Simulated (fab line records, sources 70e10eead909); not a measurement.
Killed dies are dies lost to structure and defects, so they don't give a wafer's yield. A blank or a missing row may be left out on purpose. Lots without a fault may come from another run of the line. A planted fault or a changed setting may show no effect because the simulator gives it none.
Chamber matching | flow nand_harc | NHARC_A_CONTACT_DEP_58 on pecvd-02: 3 sister chambers
The step deposits SiON, target thk 60 nm. 3 wafers are shown with their chamber, then 12 later ones without.

WAFERS WITH THEIR CHAMBER
wafer  | chamber | heater_power_w (W)
L089.1 | 0       | 790
L089.4 | 2       | 667
L089.5 | 1       | 733

WAFERS WITHOUT THEIR CHAMBER
wafer  | heater_power_w (W)
L094.2 | 635
L094.4 | 636
L094.5 | 651
L095.1 | 807
L095.4 | 743
L095.5 | 587
L096.2 | 551
L096.4 | 739
L096.5 | 782
L097.1 | 726
L097.2 | 786
L097.3 | 654

WHICH CHAMBER EACH WENT THROUGH
wafer  | from the rows above          | in truth
L094.2 | can't be placed: 2 or 1      | 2
L094.4 | can't be placed: 2 or 1      | 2
L094.5 | can't be placed: 2 or 1      | 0
L095.1 | can't be placed: 0 or 1      | 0
L095.4 | can't be placed: 1 or 0 or 2 | 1
L095.5 | can't be placed: 2 or 1      | 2
L096.2 | can't be placed: 2 or 1      | 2
L096.4 | can't be placed: 1 or 0 or 2 | 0
L096.5 | can't be placed: 0 or 1      | 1
L097.1 | can't be placed: 1 or 2 or 0 | 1
L097.2 | can't be placed: 0 or 1      | 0
L097.3 | can't be placed: 2 or 1      | 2
Placed correctly: 0 of 12. Can't be placed from these rows: 12 (the true chamber is among the candidates in 11). Placed wrongly: 0.
How it was worked out, from the rows above alone: a wafer's distance from a chamber is the root of the sum, over the readings, of the square of ((its reading less the chamber's mean) divided by the reading's scatter). The wafer belongs to the nearest chamber; if the next one is less than 2 further off, it can't be placed. A chamber's mean is the mean of its shown wafers. The scatter: with one shown wafer a chamber, the root of the mean of the squares of how far each hidden wafer lies from its nearest shown one.
